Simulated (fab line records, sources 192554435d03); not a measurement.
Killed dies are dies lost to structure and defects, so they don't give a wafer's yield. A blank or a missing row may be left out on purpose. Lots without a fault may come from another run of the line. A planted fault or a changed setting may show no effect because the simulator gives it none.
Split-lot experiment | flow n5_finfet | 7 lots, 39 wafers read, on a route of 1938 steps

THE SPLIT
At N5_FIN_SAQP_PECVD_06 (deposits a-Si from SiH4/He, target thk 60 nm, time 48.1 s), the setting time_s was moved away from the recipe's 48.1 s on 12 of the 39 wafers read, by -46.5% to +52.8%. The other wafers ran this setting at the recipe's value.

FROM THE SPLIT TO THE READING: what the file shows between them, 5 steps
- N5_FIN_SAQP_THK_MEAS_07
- N5_FIN_SAQP_HM_DEP_72: deposits SiO2 from SiH4/N2O, target thk 12 nm, time 7.2 s
- N5_FIN_SAQP_COAT_49: time 60 s, resist thk 100 nm
- N5_FIN_SAQP_HM_OPEN_73: chemistry CHF3/O2, target SiO2, stops on a-Si, target depth 12 nm, time 16.8 s
- N5_FIN_SAQP_STRIP_74: strips in CHF3/O2

THE READING
oes_product_au, in a.u., at N5_FIN_SAQP_MANDREL_ETCH_22 (etches a-Si in HBr/Cl2, stops on SiNx, target depth 60 nm, bt time 10 s, time 30 s). Fault-free wafers of this fab line usually give 0.765 a.u., standard deviation 0.011 a.u..

wafer  | tool, chamber at the split | time_s as run, s | against the recipe | oes_product_au, a.u. | against lot-mates on the recipe
L074.1 | pecvd-02, 0                | 48.1             | recipe             | 0.780                | -
L074.2 | pecvd-02, 2                | 69.25            | +44.0%             | 0.964                | +0.187
L074.3 | pecvd-02, 1                | 69.25            | +44.0%             | 0.976                | +0.199
L074.4 | pecvd-02, 0                | 48.1             | recipe             | 0.772                | -
L074.5 | pecvd-02, 1                | 69.25            | +44.0%             | 0.974                | +0.197
L074.6 | pecvd-02, 2                | 48.1             | recipe             | 0.778                | -
L078.1 | pecvd-03, 2                | 48.1             | recipe             | 0.756                | -
L078.2 | pecvd-03, 0                | 48.1             | recipe             | 0.742                | -
L078.3 | pecvd-03, 1                | 48.1             | recipe             | 0.751                | -
L078.4 | pecvd-03, 2                | 48.1             | recipe             | 0.787                | -
L078.5 | pecvd-03, 1                | 48.1             | recipe             | 0.764                | -
L078.6 | pecvd-03, 0                | 48.1             | recipe             | 0.760                | -
L083.1 | pecvd-03, 0                | 48.1             | recipe             | 0.750                | -
L083.2 | pecvd-03, 2                | 73.51            | +52.8%             | 1.006                | +0.240
L083.3 | pecvd-03, 1                | 73.51            | +52.8%             | 1.015                | +0.249
L083.4 | pecvd-03, 1                | 48.1             | recipe             | 0.775                | -
L083.5 | pecvd-03, 0                | 73.51            | +52.8%             | 0.990                | +0.224
L083.6 | pecvd-03, 2                | 48.1             | recipe             | 0.774                | -
L088.1 | pecvd-01, 0                | 70.86            | +47.3%             | 0.967                | +0.191
L088.2 | pecvd-01, 2                | 70.86            | +47.3%             | 0.982                | +0.206
L088.3 | pecvd-01, 1                | 70.86            | +47.3%             | 0.994                | +0.218
L088.4 | pecvd-01, 2                | 48.1             | recipe             | 0.781                | -
L088.5 | pecvd-01, 0                | 48.1             | recipe             | 0.785                | -
L088.6 | pecvd-01, 1                | 48.1             | recipe             | 0.763                | -
L089.1 | pecvd-01, 2                | 48.1             | recipe             | 0.768                | -
L089.2 | pecvd-01, 1                | 25.72            | -46.5%             | 0.537                | -0.239
L089.3 | pecvd-01, 0                | 48.1             | recipe             | 0.771                | -
L089.4 | pecvd-01, 0                | 25.72            | -46.5%             | 0.547                | -0.229
L089.5 | pecvd-01, 1                | 25.72            | -46.5%             | 0.545                | -0.231
L089.6 | pecvd-01, 2                | 48.1             | recipe             | 0.788                | -
L092.1 | pecvd-03, 0                | 48.1             | recipe             | 0.767                | -
L092.2 | pecvd-03, 1                | 48.1             | recipe             | 0.764                | -
L092.3 | pecvd-03, 2                | 48.1             | recipe             | 0.773                | -
L092.4 | pecvd-03, 1                | 48.1             | recipe             | 0.761                | -
L092.5 | pecvd-03, 2                | 48.1             | recipe             | 0.779                | -
L092.6 | pecvd-03, 0                | 48.1             | recipe             | 0.772                | -
L095.1 | pecvd-02, 0                | 48.1             | recipe             | 0.780                | -
L095.3 | pecvd-02, 2                | 48.1             | recipe             | 0.773                | -
L095.5 | pecvd-02, 0                | 48.1             | recipe             | 0.768                | -

THE FIT
A straight line over all 39 wafers: oes_product_au changes by +0.0046 a.u. for each +1% of time_s; r = +1.00; the points scatter about the line by 0.012 a.u..
The same after taking each lot's own level away (the mean of its wafers on the recipe; 39 wafers): +0.00459 a.u. for each +1%; r = +1.00; scatter 0.011 a.u..
On that fit, the largest move of time_s shifts the reading by 0.24 a.u..
The lots' own levels span 0.7600 to 0.7767 a.u., that is 1.5 times the standard deviation above.
So the lot-to-lot level changes the slope little: the two slopes agree.
Check: with one of the wafers moved furthest among these (+52.8%) left out of the fit, the line predicts +0.239 a.u. for it against its lot-mates. It came out at +0.24 a.u. against them.

THE WHOLE CHAIN: every reading that the file lists as answering this split, in the file's order
step                        | what it does                                                                       | reading                                                                           | change (the file's fit)                   | r (the file's)
N5_FIN_SAQP_PECVD_06        | deposits a-Si from SiH4/He, target thk 60 nm, time 48.1 s                          | a-Si_of_FIN_SAQP_PECVD_06.thk_nm (the simulator's own value, which no gauge read) | +0.594 nm for each +1% of the setting     | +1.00
N5_FIN_SAQP_THK_MEAS_07     |                                                                                    | thk_nm                                                                            | withheld for each +1% of the setting      | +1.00
N5_FIN_SAQP_MANDREL_ETCH_22 | etches a-Si in HBr/Cl2, stops on SiNx, target depth 60 nm, bt time 10 s, time 30 s | oes_product_au                                                                    | +0.00456 a.u. for each +1% of the setting | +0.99
N5_FIN_SAQP_MANDREL_ETCH_22 | etches a-Si in HBr/Cl2, stops on SiNx, target depth 60 nm, bt time 10 s, time 30 s | etch.depth_nm (the simulator's own value, which no gauge read)                    | +0.588 nm for each +1% of the setting     | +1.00

THE FILE'S OWN FIT
oes_product_au changes by +0.00456 a.u. for each +1% of time_s, r = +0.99.
